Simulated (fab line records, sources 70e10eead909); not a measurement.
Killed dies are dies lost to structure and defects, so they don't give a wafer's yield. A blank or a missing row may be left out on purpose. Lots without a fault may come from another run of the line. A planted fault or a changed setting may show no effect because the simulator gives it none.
fab line records | flow nand_harc
record lots=13 wafers=39 last_day=32
route steps=1302 shown A_DECK1_JOINT@530 A_ONON_D2@560 END@1302
lots that met no fault: from a run of the same line without faults
start_h: hours from the record's first day to the start of the lot's first wafer shown | wait_h: hours since the lot's step before | " the same as in the row above | L1.1+2: a row that stands for several wafers | - no value, or no start given | * or withheld: withheld | < > ~ a bound
route shown NAME@n: a module of which the file shows steps, and the number in the route of the first | usual: mean/standard deviation of fault-free wafers | same: alike in all rows | chamber/n: place in a boat | sites: the reading at each site | _std_site: their standard deviation | _edge_site: outer sites' mean less inner sites' | radius_mm: how far each site lies from the wafer's centre | mask NAME#n: copy n | behind: the tool/chamber that last shaped the wafer | hold: why the lot was held/for how many hours/how that ended | device: the transistor (n, p or np) that didn't switch | end of line: the same wafers' tests at the end of the route | a step without rows: its recipe alone | killed: dies lost to structure and defects at the first sort, not the wafer's yield | map: a wafer's dies, x killed, . not, _ none there
set.NAME: the setting as run; set.NAME@STEP: as run at that earlier step | model.NAME: the simulator's own value behind a step, which no gauge read
steps of the route over a sample of lots; a table a step, a row a wafer
services: from which hour (start_h, from the record's first day; less than 0 if before it) a tool's chamber was out of use, for how many hours, and why
## steps
# step NHARC_A_DECK1_JOINT_ETCHBACK_00
# recipe target_depth_a=300 time_s=17.4 hbr_flow_sccm=150 rf_w=350 icp_w=350 bias_w=60 chemistry=HBr
# usual drypump_motor_current_A=5.5/0.57 he_backside_leak_sccm=2.77/0.24 oes_product_au=1.007/0.01 throttle_valve_pct=23.266/0.0099
# columns lot.wafer tool chamber start_h wait_h drypump_motor_current_A he_backside_leak_sccm oes_product_au rf_hours_counter_h throttle_valve_pct
L766.4 rie_si-06 3 261.25 0.1 4.7 2.66 0.984 0 23.267
L766.1 " 2 " " 5.2 2.94 1.015 0 23.273
L766.5 " 3 " " 4.7 2.81 0.972 - 23.269
L765.4 rie_si-01 0 261.28 0.1 6.0 2.70 0.999 0.4 23.283
L765.1 " 1 " " 5.5 2.99 1.002 0.5 23.250
L765.5 " 2 " " 5.7 2.93 1.003 - 23.263
L767.4 rie_si-01 3 276.32 0.1 4.9 2.72 1.001 0.4 23.250
L767.2 " 0 " " 6.0 2.84 1.008 0.5 23.257
L767.5 " 3 " " 4.9 2.79 1.001 - 23.290
L768.2 rie_si-06 3 287.27 0.1 4.6 2.76 0.991 0.2 23.256
L768.1 " 0 " " 5.9 2.53 1.004 0.3 23.266
L768.6 " 2 " " 5.1 2.80 1.010 - 23.268
L770.1 rie_si-01 1 308.54 0.1 5.6 2.99 1.012 0.9 23.264
L770.2 " 0 " " 6.0 2.86 0.996 0.7 23.275
L770.6 " 2 " " 5.6 2.76 1.001 - 23.263
L771.4 rie_si-06 1 316.91 0.1 6.5 2.83 1.011 0.4 23.276
L771.1 " 3 " " 4.7 2.87 0.992 0.3 23.259
L771.5 " 1 " " 6.5 2.92 1.009 - 23.270
L776.4 rie_si-01 1 368.36 0.1 5.6 3.15 1.005 1.2 23.256
L776.3 " 2 " " 5.7 2.97 0.997 1.2 23.265
L776.1 " 3 " " 4.9 2.61 0.998 1.0 23.266
L777.2 rie_si-06 2 368.38 0.1 5.2 3.00 1.011 0.8 23.262
L777.1 " 3 " " 4.6 2.74 0.991 0.7 23.280
L777.3 " 0 " " 5.9 2.32 1.016 0.7 23.265
L778.2 rie_si-06 2 395.32 0.1 5.2 2.70 1.019 1.0 23.274
L778.5 " 2 " " 5.2 2.79 1.018 - 23.252
L778.6 " 3 " " 4.7 2.87 0.997 - 23.255
L784.1 rie_si-06 0 446.72 0.1 5.9 2.39 1.006 0.0 23.257
L784.2 " 2 " " 5.2 2.95 1.009 0.0 23.270
L784.3 " 3 " " 4.7 2.72 0.997 0.0 23.254
L785.1 rie_si-06 3 458.18 0.1 4.7 2.90 1.003 0.1 23.264
L785.2 " 1 " " 6.5 2.90 1.009 0.1 23.275
L785.6 " 3 " " 4.7 2.93 1.006 - 23.269
L786.4 rie_si-06 3 466.67 0.1 4.7 2.78 1.003 0.2 23.248
L786.1 " 0 " " 5.9 2.63 0.988 0.2 23.268
L786.6 " 2 " " 5.2 2.72 1.021 - 23.273
L787.1 rie_si-05 0 474.78 0.1 5.2 2.52 1.000 1.0 23.279
L787.3 " 2 " " 5.7 2.57 1.010 0.9 23.285
L787.5 " 0 " " 5.2 2.66 0.998 - 23.283
# step NHARC_A_DECK1_JOINT_CMP_02
# recipe material=SiOx
# usual motor_current_A=11.9/1.1
# columns lot.wafer tool chamber start_h wait_h motor_current_A
L765.4 cmp-04 0 289.64 0.4 11.8
L765.1 " 1 " " 12.1
L765.5 " 1 " " 11.7
L766.1 cmp-03 2 289.64 0.4 12.6
L766.4 " 0 " " 12.1
L766.5 " 3 " " 11.3
L767.2 cmp-04 0 297.35 0.4 12.5
L767.4 " 2 " " 14.7
L767.5 " 3 " " 11.0
L768.1 cmp-02 1 311.57 0.4 11.9
L768.2 " 2 " " 12.7
L768.6 " 2 " " 12.9
L770.2 cmp-03 0 333.24 0.4 12.8
L770.1 " 1 " " 9.8
L770.6 " 0 " " 11.7
L771.1 cmp-02 2 338.73 0.4 13.1
L771.4 " 3 " " 9.9
L771.5 " 0 " " 11.1
L777.3 cmp-02 1 392.72 0.4 11.8
L777.2 " 2 " " 13.1
L777.1 " 0 " " 11.6
L776.1 cmp-04 2 392.72 0.4 13.8
L776.4 " 3 " " 12.1
L776.3 " 1 " " 12.5
L778.2 cmp-02 1 419.61 0.4 11.3
L778.6 " 1 " " 11.6
L778.5 " 2 " " 13.1
L784.2 cmp-04 2 466.49 0.4 14.5
L784.3 " 3 " " 11.1
L784.1 " 0 " " 11.9
L785.1 cmp-03 3 480.58 0.4 11.3
L785.2 " 0 " " 12.1
L785.6 " 3 " " 10.7
L786.4 cmp-02 2 486.44 0.4 12.1
L786.1 " 3 " " 10.1
L786.6 " 0 " " 11.8
L787.1 cmp-04 1 497.58 0.4 12.1
L787.3 " 3 " " 11.2
L787.5 " 1 " " 11.5
# step NHARC_A_ONON_D2_DEP_22
# recipe target_thk_a=10000 n2_flow_sccm=2750 n2o_flow_sccm=2000 nh3_flow_sccm=500 sih4_flow_sccm=210 temp_c=400
# columns lot.wafer tool chamber start_h wait_h
L765.1+4+5 pecvd_onon-04 0 301.83 0.1
L766.1+4+5 pecvd_onon-01 0 301.84 0.1
L767.2+4+5 pecvd_onon-03 0 309.31 0.1
L768.1+2+6 pecvd_onon-04 0 324.91 0.1
L770.1+2+6 pecvd_onon-04 0 345.14 0.1
L771.1+4+5 pecvd_onon-04 0 351.71 0.1
L776.1+3+4 pecvd_onon-03 0 404.31 0.1
L777.1+2+3 pecvd_onon-04 0 404.31 0.1
L778.2+5+6 pecvd_onon-04 0 431.54 0.1
L784.1+2+3 pecvd_onon-01 0 478.51 0.1
L785.1+2+6 pecvd_onon-03 0 492.13 0.1
L786.1+4+6 pecvd_onon-01 0 499.08 0.1
L787.1+3+5 pecvd_onon-04 0 509.47 0.1
# step NHARC_A_ONON_D2_THK_MEAS_24
# recipe thk_meas_gauge=ellipsometry
# usual thk_nm=999/8.5
# columns lot.wafer tool chamber start_h wait_h thk_nm
L765.1 film_metro-02 - 302.34 - 996
L765.4 " - " " 997
L765.5 " - " " 998
L766.1 film_metro-01 - 302.35 - 1013
L766.4 " - " " 1012
L766.5 " - " " 1011
L767.2 film_metro-02 - 309.77 - 980
L767.4 " - " " 980
L767.5 " - " " 979
L768.1 film_metro-02 - 325.42 - 996
L768.2 " - " " 996
L768.6 " - " " 996
L770.1 film_metro-01 - 345.65 - 996
L770.2 " - " " 995
L770.6 " - " " 994
L771.1 film_metro-01 - 352.22 - 997
L771.4 " - " " 995
L771.5 " - " " 995
L777.1 film_metro-01 - 404.82 - 371
L777.2 " - " " 371
L777.3 " - " " 372
L776.1 film_metro-02 - 404.82 - 1001
L776.3 " - " " 1002
L776.4 " - " " 1003
L778.2 film_metro-02 - 431.99 - 366
L778.5 " - " " 366
L778.6 " - " " 367
L784.1 film_metro-02 - 479.01 - 1002
L784.2 " - " " 1003
L784.3 " - " " 1004
L785.1 film_metro-01 - 492.63 - 982
L785.2 " - " " 980
L785.6 " - " " 981
L786.1 film_metro-01 - 499.58 - 991
L786.4 " - " " 992
L786.6 " - " " 994
L787.1 film_metro-02 - 509.98 - 1004
L787.3 " - " " 1003
L787.5 " - " " 1007
# step NHARC_A_ONON_D2_DEP_33
# recipe target_thk_a=2000 temp_c=400 pressure_torr=6.5 rf_w=900 teos_flow_sccm=161.4 flow_sccm=2650 target_thk_nm=200 gas=O2 material=SiO2
# usual heater_power_w=577/91 throttle_valve_pct=16.2/0.61
# columns lot.wafer tool chamber start_h wait_h heater_power_w throttle_valve_pct
L765.1 pecvd-02 1 303.58 0.1 535 15.0
L765.4 " 0 " " 551 17.0
L765.5 " 1 " " 580 14.8
L766.1 pecvd-04 2 303.61 0.1 529 16.1
L766.4 " 1 " " 486 16.4
L766.5 " 0 " " 782 16.7
L767.2 pecvd-01 1 310.96 0.1 537 16.0
L767.5 " 1 " " 537 15.9
L767.4 " 0 " " 490 15.8
L768.1 pecvd-01 2 326.61 0.1 618 16.7
L768.2 " 0 " " 463 15.6
L768.6 " 1 " " 610 16.1
L770.2 pecvd-01 0 346.85 0.1 472 15.8
L770.1 " 1 " " 563 15.9
L770.6 " 2 " " 655 16.7
L771.1 pecvd-01 0 353.51 0.1 511 15.6
L771.5 " 1 " " 611 15.7
L771.4 " 2 " " 604 16.7
L776.3 pecvd-01 2 406.05 0.1 723 17.1
L776.1 " 0 " " 409 16.1
L776.4 " 1 " " 585 16.2
L777.3 pecvd-02 0 406.11 0.1 517 17.0
L777.2 " 1 " " 671 15.0
L777.1 " 2 " " 647 16.4
L778.2 pecvd-01 1 433.51 0.4 603 16.1
L778.6 " 0 " " 480 16.0
L778.5 " 2 " " 704 16.9
L784.3 pecvd-01 1 480.20 0.1 595 16.0
L784.1 " 2 " " 717 17.3
L784.2 " 0 " " 467 16.0
L785.1 pecvd-04 0 493.86 0.1 861 16.2
L785.2 " 1 " " 544 16.6
L785.6 " 2 " " 628 15.7
L786.1 pecvd-02 1 500.77 0.1 668 14.8
L786.6 " 2 " " 612 16.6
L786.4 " 0 " " 543 16.8
L787.1 pecvd-01 1 511.17 0.1 594 15.9
L787.3 " 0 " " 489 16.2
L787.5 " 0 " " 488 15.6
# step NHARC_END_SORT_01
# recipe temp_c=25
# usual killed_at_array=56/19 killed_at_other=0.6/1 killed_at_periphery=3.9/2.7 killed_dies=61/19 killed_open=3.3/1.9 killed_short=2.4/1.7
# same gross_dies=677
# columns lot.wafer tool chamber start_h wait_h killed_at_array killed_at_other killed_at_periphery killed_dies killed_open killed_short
L771.1 prober-01 0 638.02 2.5 45 0 2 47 2 2
L771.4 prober-01 0 640.44 3.4 47 0 4 51 2 2
L771.5 prober-01 0 641.25 3.7 45 1 4 50 1 4
L777.1 prober-02 0 683.20 2.5 671 0 6 677 3 1
L777.2 prober-02 0 684.02 2.8 677 0 0 677 4 3
L777.3 prober-02 0 684.83 3.1 671 0 6 677 4 3
L776.1 prober-01 0 692.19 2.5 57 2 4 63 5 3
L776.3 prober-01 0 693.80 3.1 61 0 5 66 3 1
L776.4 prober-01 0 694.60 3.4 59 2 3 64 3 1
L778.2 prober-01 0 725.78 2.8 672 2 3 677 1 1
L778.5 prober-01 0 728.16 3.7 674 1 2 677 3 1
L778.6 prober-01 0 728.95 4.0 675 1 1 677 5 1
# killed by level:class
L771.1 A_CHANNEL_HOLE_D2:chamber_film_flake=27 A_STAIRCASE:chamber_film_flake=6 A_CHANNEL_HOLE_D1:chamber_film_flake=5 A_CONTACT:chamber_film_flake=3 P_STI:chamber_film_flake=2 A_CHANNEL_HOLE_D1:geometric_particle:short=1 A_DECK1_JOINT:geometric_particle:open=1 A_BLC:geometric_particle:short=1
L771.4 A_CHANNEL_HOLE_D2:chamber_film_flake=32 A_CHANNEL_HOLE_D1:chamber_film_flake=6 A_CONTACT:chamber_film_flake=4 P_STI:chamber_film_flake=2 P_CONTACT:geometric_particle:open=1 A_ONON_D1:geometric_particle:short=1 A_CHANNEL_HOLE_D1:geometric_particle:short=1 A_M1:geometric_particle:open=1
L771.5 A_CHANNEL_HOLE_D2:chamber_film_flake=31 A_CHANNEL_HOLE_D1:chamber_film_flake=4 P_STI:chamber_film_flake=3 A_STAIRCASE:chamber_film_flake=3 P_M2:geometric_particle:short=1 A_CHANNEL_HOLE_D2:geometric_particle:short=1 A_CHANNEL_FILL_D2:geometric_particle:open=1 A_WL_FILL:geometric_particle:short=1
L777.1 A_ONON_D2:area_dep=616 A_CHANNEL_HOLE_D1:chamber_film_flake=23 A_CHANNEL_HOLE_D2:chamber_film_flake=14 A_M0:chamber_film_flake=5 P_GATE:chamber_film_flake=4 A_SLIT:chamber_film_flake=4 A_CONTACT:chamber_film_flake=4 A_STAIRCASE:chamber_film_flake=3
L777.2 A_ONON_D2:area_dep=606 A_CHANNEL_HOLE_D1:chamber_film_flake=29 A_CHANNEL_HOLE_D2:chamber_film_flake=19 A_CONTACT:chamber_film_flake=6 A_M0:chamber_film_flake=3 A_STAIRCASE:chamber_film_flake=3 A_WL_FILL:chamber_film_flake=2 A_SOURCE_PLATE:geometric_particle:short=1
L777.3 A_ONON_D2:area_dep=613 A_CHANNEL_HOLE_D1:chamber_film_flake=25 A_CHANNEL_HOLE_D2:chamber_film_flake=11 A_CONTACT:chamber_film_flake=5 P_GATE:chamber_film_flake=4 A_WL_FILL:chamber_film_flake=4 A_M0:chamber_film_flake=4 A_ONON_D1:geometric_particle:short=2
L776.1 A_SLIT:chamber_film_flake=27 A_STAIRCASE:chamber_film_flake=7 A_CONTACT:chamber_film_flake=6 A_CHANNEL_HOLE_D2:chamber_film_flake=4 A_CHANNEL_HOLE_D1:chamber_film_flake=3 A_M1:geometric_particle:open=2 P_CONTACT:chamber_film_flake=2 A_ONON_D1:geometric_particle:open=1
L776.3 A_SLIT:chamber_film_flake=36 A_STAIRCASE:chamber_film_flake=10 A_CHANNEL_HOLE_D1:chamber_film_flake=8 P_STI:chamber_film_flake=2 A_CHANNEL_FILL_D1:chamber_film_flake=2 P_CONTACT:geometric_particle:open=1 A_CHANNEL_FILL_D1:geometric_particle:open=1 A_CHANNEL_FILL_D2:geometric_particle:open=1
L776.4 A_SLIT:chamber_film_flake=26 A_CHANNEL_HOLE_D1:chamber_film_flake=8 A_STAIRCASE:chamber_film_flake=8 A_CONTACT:chamber_film_flake=7 A_CHANNEL_HOLE_D2:chamber_film_flake=4 A_CHANNEL_FILL_D1:chamber_film_flake=3 THIN_TSV:chamber_film_flake=2 P_STI:geometric_particle:open=1
L778.2 A_ONON_D2:area_dep=623 A_CHANNEL_HOLE_D1:chamber_film_flake=30 A_SLIT:chamber_film_flake=16 THIN_TSV:chamber_film_flake=2 P_M0:geometric_particle:open=1 A_CHANNEL_HOLE_D1:geometric_particle:short=1 P_ZERO_WELL:chamber_film_flake=1 P_GATE:chamber_film_flake=1
L778.5 A_ONON_D2:area_dep=595 A_CHANNEL_HOLE_D1:chamber_film_flake=38 A_SLIT:chamber_film_flake=27 A_CONTACT:chamber_film_flake=7 A_WL_FILL:chamber_film_flake=2 P_M2:geometric_particle:open=1 A_DECK1_JOINT:geometric_particle:short=1 A_ONON_D2:geometric_particle:open=1
L778.6 A_ONON_D2:area_dep=595 A_SLIT:chamber_film_flake=37 A_CHANNEL_HOLE_D1:chamber_film_flake=31 A_STAIRCASE:chamber_film_flake=3 A_ONON_D1:geometric_particle:open=2 A_ONON_D2:geometric_particle:open=2 A_CONTACT:chamber_film_flake=2 A_DECK1_JOINT:geometric_particle:open=1
## services
# columns tool chamber start_h hours kind
rie_si-06 - 249.00 9.0 pm
rie_si-06 3 267.73 5.9 repair
cmp-04 - 268.79 8.4 repair
cmp-02 - 276.47 5.8 repair
cmp-02 - 298.78 1.3 repair
cmp-02 - 302.19 0.9 repair
cmp-04 - 307.78 4.0 pm
pecvd_onon-04 - 311.00 13.0 pm
pecvd-01 - 311.23 13.0 pm
cmp-04 - 313.11 0.6 repair
cmp-04 - 316.12 3.4 repair
cmp-02 - 330.50 4.0 pm
cmp-02 - 362.56 1.7 repair
cmp-02 - 397.66 1.3 repair
cmp-04 - 405.78 4.0 pm
cmp-02 - 409.28 2.4 repair
cmp-02 - 412.04 1.7 repair
pecvd-01 - 423.94 1.6 repair
cmp-04 - 423.95 0.7 repair
rie_si-06 - 426.00 9.0 pm
cmp-02 - 428.50 4.0 pm
rie_si-06 - 448.01 0.5 repair
pecvd-01 - 491.97 0.3 repair
pecvd_onon-04 - 492.00 13.0 pm
## key
first_sign step=NHARC_A_ONON_D2_THK_MEAS_24 reading=thk_nm direction=down sigmas=74 usual=999 struck=369
effect step=NHARC_END_SORT_01 reading=killed_dies direction=up sigmas=33 usual=61 struck=677
more_kills_born_at NHARC_A_ONON_D2_DEP_22@pecvd_onon-04=3648
met_at NHARC_A_ONON_D2_DEP_22
struck_lots L777,L778
later_rows_left_out L777.1,L777.2,L777.3,L778.2,L778.5,L778.6
tester_left_out L777,L778
not_acting_at NHARC_A_DECK1_JOINT_ETCHBACK_00,NHARC_A_DECK1_JOINT_CMP_02,NHARC_A_ONON_D2_DEP_33
onset_between 351.71 404.31
fault kind=process_parameter_drift tool=pecvd_onon-04 chamber=- onset_h=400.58 steps=NHARC_A_ONON_D2_DEP_22 channel=target_thk_a offset=* shape=step end_h=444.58 acts_in=* stated=*
# tester_left_out: of these lots the tester's yield and bins aren't shown, on N5 and GAA mostly nor the transistor test; their killed dies are dies lost to structure and defects alone, not to doping, threshold or leakage, so they don't give the yield
# later_rows_left_out: the simulator's readings of these wafers behind a module that went badly wrong aren't trusted and aren't shown, but for the sort
